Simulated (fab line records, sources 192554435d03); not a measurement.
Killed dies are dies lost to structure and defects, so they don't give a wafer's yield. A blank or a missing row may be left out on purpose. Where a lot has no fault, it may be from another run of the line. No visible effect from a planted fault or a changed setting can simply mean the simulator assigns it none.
Problem report in the 8D (eight disciplines) form, filled by code :: flow n5 finfet :: the parts of the form that need people (team, actions taken, sign-off) are left out

== 1. WHAT WENT WRONG ==
HMC_CMP_THK at N5_PMOS_HMC_CHANNEL_EPI_THK_MEAS_22 reads a mean of 58.8 nm on 1 wafer of 1 lot; wafers without a fault read 54.2 nm with a standard deviation of 0.55. That puts it +8.4 standard deviations away from the usual mean.
Seen first at day 5 08:02 on film metro-01, wafer L934.3. The record has a number at this step for 27 wafers belonging to 9 lots. Rule for "out" (also "out of limits"): further than 4 standard deviations from the usual mean. The other wafers with a number count as sound.

== 2. WHAT IT IS; WHAT IT IS NOT ==
question: which readings at this step
is: HMC_CMP_THK
is not: -

question: which lots
is: L934
is not: L920, L922, L924, L925, L938, L940, L941, L943

question: which wafers of those lots
is: L934.3
is not: L934.2, L934.5

question: read on which gauges
is: film metro-01
is not: film metro-02

question: when
is: from day 5 08:02
is not: up to then (14 sound wafers); but 12 sound wafers of L938, L940, L941, L943 came after

== 3. WHAT RULES OUT EACH SUSPECT ==
Counting: if a tool at a process step up to the reading ran every lot that is out, it stays a suspect. Sound lots after the first of them don't rule it out here, since some wafers of a struck lot are sound.
- the gauge at N5_PMOS_HMC_CHANNEL_EPI_THK_MEAS_22: ruled out. All the wafers that are out were read on film metro-01, but those of them that N5_BEOL_M4_RC_MEAS_101 has rows for are out there too, on other tools.
- rie si-04 at N5_PMOS_HMC_CHANNEL_EPI_FIN_RECESS_16 (chemistry HBr/Cl2, target Si, target depth 54 nm, time 18 s): kept. It ran the lot that is out, L934 (day 5 06:09).
- At N5_PMOS_HMC_CHANNEL_EPI_FIN_RECESS_16, inside rie si-04: chamber 3 took the wafers that are out, while their sound lot-mates went through chambers 0, 2.
After counting, what remains is rie si-04 at N5_PMOS_HMC_CHANNEL_EPI_FIN_RECESS_16.

== 4. THE CAUSE (what the simulator had put in) ==
rie si-04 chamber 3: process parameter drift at N5_PMOS_HMC_CHANNEL_EPI_FIN_RECESS_16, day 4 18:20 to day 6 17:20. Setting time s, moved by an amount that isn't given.
After counting, this tool was the only one left.

== 5. THE CHAIN OF EFFECTS, in route order ==
One row per reading whose mean, taken over the struck wafers that have a number, lies over 3 standard deviations from the usual. Scope: only readings with a usual standard deviation given in the record; hours: median across lots of the time from each lot's start at the first step in this table that gives one to its start at this step; sigmas: change in usual standard deviations.
hours: 0
step: N5_PMOS_HMC_CHANNEL_EPI_THK_MEAS_22
reading: HMC_CMP_THK
usual: 54.2 nm
on struck wafers: 58.8
change: +4.6
sigmas: +8.4

hours: 170
step: N5_BEOL_M4_RC_MEAS_101
reading: CJ_P
usual: 5.78
on struck wafers: 4.23
change: -1.55
sigmas: -12

== 6. WHAT WOULD HAVE CAUGHT IT SOONER ==
In this record the first reading out of limits at a measuring or inspecting step was taken at day 5 08:02, 14 hours after the fault began at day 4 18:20.
An alarm limit of 4 standard deviations would not have fired on the tool readings at N5_PMOS_HMC_CHANNEL_EPI_FIN_RECESS_16 for which the record gives a usual standard deviation, since none of them was out on any struck wafer.
The start of N5_PMOS_HMC_CHANNEL_EPI_FIN_RECESS_16 on rie si-04 came by day 5 08:02 for every one of the lots that are out (1). Holding the tool at that point would not have protected any of them.
